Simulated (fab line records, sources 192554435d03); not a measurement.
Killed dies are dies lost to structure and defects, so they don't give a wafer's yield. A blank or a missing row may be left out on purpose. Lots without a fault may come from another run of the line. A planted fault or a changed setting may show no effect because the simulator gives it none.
Which tool did it? | flow n5_finfet | 11 lots, 29 wafers sampled, at 5 steps of a route of 1938

WHAT THE GAUGES READ, wafer by wafer
The record holds no reading of a measuring or inspecting step that can be judged against a usual standard deviation.

WHICH TOOL RAN EACH LOT (tool, then ch and the chambers of the sampled wafers, then the start)
lot  | N5_STI_FIN_REVEAL_ALD_00         | N5_PASSIVATION_PASS_ETCH_74        | N5_PASSIVATION_PRE_CLEAN_19  | N5_PASSIVATION_STRIP_34            | N5_PASSIVATION_PROBE_49
L184 | ald_sin-01 ch 0,1, day 2 04:40   | rie_diel-03 ch 1,3, day 12 16:40   | pvd_sputter-03, day 12 17:54 | rie_diel-05 ch 2,3, day 12 19:25   | -
L185 | ald_sin-03 ch 1,3, day 2 10:07   | rie_diel-04 ch 2,3, day 13 11:09   | pvd_sputter-02, day 13 11:46 | rie_diel-01 ch 1,2,3, day 13 13:34 | -
L187 | ald_sin-02 ch 1,2, day 2 22:11   | rie_diel-02 ch 2,3, day 13 20:34   | pvd_sputter-02, day 13 21:11 | rie_diel-05 ch 2,3, day 13 23:01   | prober-01, day 14 03:23
L189 | ald_sin-03 ch 0, day 3 09:41     | rie_diel-04 ch 1, day 14 08:44     | pvd_sputter-03, day 14 09:35 | rie_diel-01 ch 0,1, day 14 11:01   | prober-01, day 14 15:11
L190 | ald_sin-01 ch 2,3, day 3 18:04   | rie_diel-02 ch 1,3, day 13 22:10   | pvd_sputter-02, day 14 00:05 | rie_diel-06 ch 0,3, day 14 01:29   | prober-02, day 14 05:53
L191 | ald_sin-01 ch 1,3, day 4 02:22   | rie_diel-02 ch 2,3, day 13 17:14   | pvd_sputter-02, day 13 17:59 | rie_diel-06 ch 0,1,3, day 13 19:25 | prober-02, day 13 23:46
L192 | ald_sin-02 ch 0,1,3, day 4 08:28 | rie_diel-03 ch 0,2,3, day 15 10:59 | pvd_sputter-03, day 15 11:52 | rie_diel-01 ch 0,3, day 15 13:17   | prober-02, day 15 17:39
L193 | ald_sin-01 ch 0,3, day 4 11:43   | rie_diel-02 ch 1,3, day 15 03:45   | pvd_sputter-02, day 15 04:51 | rie_diel-06 ch 0,2, day 15 06:17   | prober-02, day 15 10:53
L198 | ald_sin-03 ch 0,1,2, day 5 16:11 | rie_diel-04 ch 0,2,3, day 15 11:43 | pvd_sputter-01, day 15 14:07 | rie_diel-05 ch 0,1,3, day 15 15:58 | prober-02, day 15 20:21
L201 | ald_sin-03 ch 0,2, day 6 10:37   | rie_diel-02 ch 0,3, day 16 18:22   | pvd_sputter-02, day 16 19:39 | rie_diel-06 ch 0,1,2, day 16 21:04 | prober-01, day 17 01:15
L206 | ald_sin-02 ch 1,2, day 7 16:37   | rie_diel-04 ch 0,1,3, day 18 10:32 | pvd_sputter-01, day 18 11:28 | rie_diel-05 ch 0,2,3, day 18 12:56 | -
- N5_STI_FIN_REVEAL_ALD_00: deposits SiO2, target thk 1 nm, pulse time 1 s.
- N5_PASSIVATION_PASS_ETCH_74: etches SiNx in CF4/O2, target depth 220 nm, time 110 s.
- N5_PASSIVATION_PRE_CLEAN_19
- N5_PASSIVATION_STRIP_34: strips in O2.
- N5_PASSIVATION_PROBE_49

WHAT THE TOOLS THEMSELVES READ (means of the sampled wafers that have a number; where no wafer has one, the mark that the record gives instead)
N5_STI_FIN_REVEAL_ALD_00. Usual: chamber_pressure_Torr 2.000 Torr, standard deviation 0.0046; heater_power_w 493 W, standard deviation 45; precursor_pulse_height_rel 0.999, standard deviation 0.02.
lot  | tool       | chamber_pressure_Torr (Torr) | heater_power_w (W) | precursor_pulse_height_rel | flag
L184 | ald_sin-01 | 1.998                        | 471                | 1.001                      |
L185 | ald_sin-03 | 1.996                        | 485                | 1.014                      |
L187 | ald_sin-02 | 1.996                        | 489                | 0.989                      |
L189 | ald_sin-03 | 1.998                        | 516                | 0.982                      |
L190 | ald_sin-01 | 2.003                        | 463                | 1.026                      |
L191 | ald_sin-01 | 2.000                        | 505                | 1.014                      |
L192 | ald_sin-02 | 2.001                        | 533                | 0.987                      |
L193 | ald_sin-01 | 2.000                        | 457                | 0.974                      |
L198 | ald_sin-03 | 2.004                        | 490                | 1.013                      |
L201 | ald_sin-03 | 2.001                        | 500                | 1.016                      |
L206 | ald_sin-02 | 1.995                        | 484                | 1.004                      |

N5_PASSIVATION_PASS_ETCH_74. Usual: drypump_motor_current_A 5.6 A, standard deviation 0.36; oes_f_703_au 0.79 a.u., standard deviation 0.089; oes_product_au 0.80 a.u., standard deviation 0.094; rf_vpp_V 240 V, standard deviation 7.1; showerhead_plenum_p_Torr 2.21 Torr, standard deviation 0.061; throttle_valve_pct 15.99 %, standard deviation 0.21.
lot  | tool        | drypump_motor_current_A (A) | oes_f_703_au (a.u.) | oes_product_au (a.u.) | rf_vpp_V (V) | showerhead_plenum_p_Torr (Torr) | throttle_valve_pct (%) | flag
L184 | rie_diel-03 | 5.6                         | 0.79                | 0.79                  | 234          | 2.20                            | 16.19                  |
L185 | rie_diel-04 | 5.3                         | 0.72                | 0.73                  | 239          | 2.29                            | 16.15                  |
L187 | rie_diel-02 | 5.2                         | 0.81                | 0.82                  | 237          | 2.23                            | 15.89                  |
L189 | rie_diel-04 | 5.8                         | 0.65                | 0.65                  | 240          | 2.18                            | 16.47                  |
L190 | rie_diel-02 | 5.8                         | 0.83                | 0.81                  | 235          | 2.18                            | 15.98                  |
L191 | rie_diel-02 | 5.2                         | 0.86                | 0.87                  | 234          | 2.21                            | 15.88                  |
L192 | rie_diel-03 | 5.7                         | 0.79                | 0.79                  | 240          | 2.19                            | 15.94                  |
L193 | rie_diel-02 | 5.8                         | 0.82                | 0.81                  | 235          | 2.17                            | 16.01                  |
L198 | rie_diel-04 | 5.6                         | 0.79                | 0.80                  | 238          | 2.28                            | 16.08                  |
L201 | rie_diel-02 | 5.2                         | 0.84                | 0.85                  | 237          | 2.15                            | 15.92                  |
L206 | rie_diel-04 | 5.7                         | 0.90                | 0.92                  | 241          | 2.23                            | 15.91                  |

N5_PASSIVATION_PRE_CLEAN_19. Usual: heater_power_w 464 W, standard deviation 32.
lot  | tool           | heater_power_w (W) | flag
L184 | pvd_sputter-03 | 462                |
L185 | pvd_sputter-02 | 475                |
L187 | pvd_sputter-02 | 468                |
L189 | pvd_sputter-03 | 484                |
L190 | pvd_sputter-02 | 456                |
L191 | pvd_sputter-02 | 471                |
L192 | pvd_sputter-03 | 460                |
L193 | pvd_sputter-02 | 482                |
L198 | pvd_sputter-01 | 432                |
L201 | pvd_sputter-02 | 459                |
L206 | pvd_sputter-01 | 466                |

N5_PASSIVATION_STRIP_34. Usual: drypump_motor_current_A 5.5 A, standard deviation 0.39; o2_flow_sccm 225.0 sccm, standard deviation 0.65; oes_product_au 0.79 a.u., standard deviation 0.089; rf_vpp_V 3.5 V, standard deviation 1.4; showerhead_plenum_p_Torr 2.09 Torr, standard deviation 0.067; throttle_valve_pct 16.61 %, standard deviation 0.25.
lot  | tool        | drypump_motor_current_A (A) | o2_flow_sccm (sccm) | oes_product_au (a.u.) | rf_vpp_V (V) | showerhead_plenum_p_Torr (Torr) | throttle_valve_pct (%) | flag
L184 | rie_diel-05 | 5.1                         | 225.3               | 0.74                  | 2.7          | 2.10                            | 16.56                  |
L185 | rie_diel-01 | 5.9                         | 225.6               | 0.71                  | 3.1          | 2.08                            | 16.66                  |
L187 | rie_diel-05 | 5.2                         | 225.2               | 0.74                  | 3.5          | 2.08                            | 16.55                  |
L189 | rie_diel-01 | 5.6                         | 224.3               | 0.82                  | 4.5          | 2.08                            | 16.83                  |
L190 | rie_diel-06 | 5.5                         | 224.6               | 0.71                  | 2.4          | 2.09                            | 16.88                  |
L191 | rie_diel-06 | 5.5                         | 225.5               | 0.77                  | 4.1          | 2.08                            | 16.78                  |
L192 | rie_diel-01 | 5.7                         | 225.1               | 0.93                  | 3.1          | 2.15                            | 16.41                  |
L193 | rie_diel-06 | 5.7                         | 225.7               | 0.77                  | 2.8          | 2.02                            | 16.88                  |
L198 | rie_diel-05 | 5.3                         | 224.9               | 0.83                  | 3.8          | 2.07                            | 16.43                  |
L201 | rie_diel-06 | 5.7                         | 224.8               | 0.78                  | 4.7          | 2.02                            | 16.79                  |
L206 | rie_diel-05 | 5.2                         | 225.3               | 0.86                  | 3.1          | 2.06                            | 16.44                  |

N5_PASSIVATION_PROBE_49. Usual: defect_limited_yield 91.0 %, standard deviation 1.4; killed_at_M0_to_M3 36, standard deviation 9.6; killed_at_M4_up 14, standard deviation 6.1; killed_at_contacts 13, standard deviation 6.6; killed_at_front_end 40, standard deviation 11; killed_at_other 3.2, standard deviation 2.9; killed_dies 106, standard deviation 17; killed_on_rim 14, standard deviation 3.9; killed_open 71, standard deviation 12; killed_short 33, standard deviation 7.3; sort_bin_4_leakage 0.02 %, standard deviation 0.11; sort_bin_5_function 5.3 %, standard deviation 1; sort_bin_6_memory 3.4 %, standard deviation 0.68; sort_n_pass 1073, standard deviation 19; sort_yield_pct 91.0 %, standard deviation 1.6.
lot  | tool      | defect_limited_yield (%) | killed_at_M0_to_M3 | killed_at_M4_up | killed_at_contacts | killed_at_front_end | killed_at_other | killed_dies | killed_on_rim | killed_open | killed_short | sort_bin_4_leakage (%) | sort_bin_5_function (%) | sort_bin_6_memory (%) | sort_n_pass | sort_yield_pct (%) | flag
L187 | prober-01 | 92.0                     | 27                 | 12              | 6                  | 44                  | 6.0             | 94          | 12            | 66          | 28           | 0.09                   | 5.1                     | 2.5                   | 1084        | 91.9               |
L189 | prober-01 | 91.1                     | 34                 | 14              | 13                 | 44                  | 0.5             | 105         | 12            | 70          | 36           | 0.00                   | 5.7                     | 3.0                   | 1075        | 91.1               |
L190 | prober-02 | 92.2                     | 28                 | 23              | 4                  | 34                  | 2.0             | 92          | 13            | 64          | 28           | 0.09                   | 4.1                     | 3.3                   | 1088        | 92.2               |
L191 | prober-02 | 89.1                     | 29                 | 22              | 22                 | 49                  | 7.0             | 129         | 19            | 87          | 34           | 0.00                   | 6.4                     | 4.4                   | 1051        | 89.1               |
L192 | prober-02 | 91.2                     | 34                 | 12              | 26                 | 32                  | 0.5             | 104         | 10            | 66          | 35           | 0.00                   | 5.2                     | 3.4                   | 1076        | 91.2               |
L193 | prober-02 | 90.1                     | 39                 | 10              | 6                  | 55                  | 7.0             | 117         | 22            | 79          | 33           | 0.00                   | 6.4                     | 3.1                   | 1063        | 90.1               |
L198 | prober-02 | 88.1                     | 51                 | 14              | 20                 | 52                  | 3.3             | 140         | 24            | 78          | 44           | 0.00                   | 7.4                     | 3.8                   | 1040        | 88.1               |
L201 | prober-01 | 88.4                     | 47                 | 16              | 11                 | 62                  | 0.0             | 136         | 22            | 65          | 34           | 0.00                   | 6.6                     | 3.8                   | 1044        | 88.4               |

THE ANSWER, worked out from the rows above alone
Rule: a lot is off if the mean of its wafers that have a number lies more than 3 standard deviations from the usual mean. A lot without any number at a reading at which 4 lots or more have one is off too. The other lots that the step has rows for count as sound. The gauges are gone through in route order, then the tools' own readings, and for those a lot's mean is taken as printed above. The first step at which some lot is off is used, and at that step the reading that is off furthest; a lot without a number counts as furthest.
No lot is off at any reading shown: from this, nothing can be told.

WHAT THE SIMULATOR HAD PUT IN
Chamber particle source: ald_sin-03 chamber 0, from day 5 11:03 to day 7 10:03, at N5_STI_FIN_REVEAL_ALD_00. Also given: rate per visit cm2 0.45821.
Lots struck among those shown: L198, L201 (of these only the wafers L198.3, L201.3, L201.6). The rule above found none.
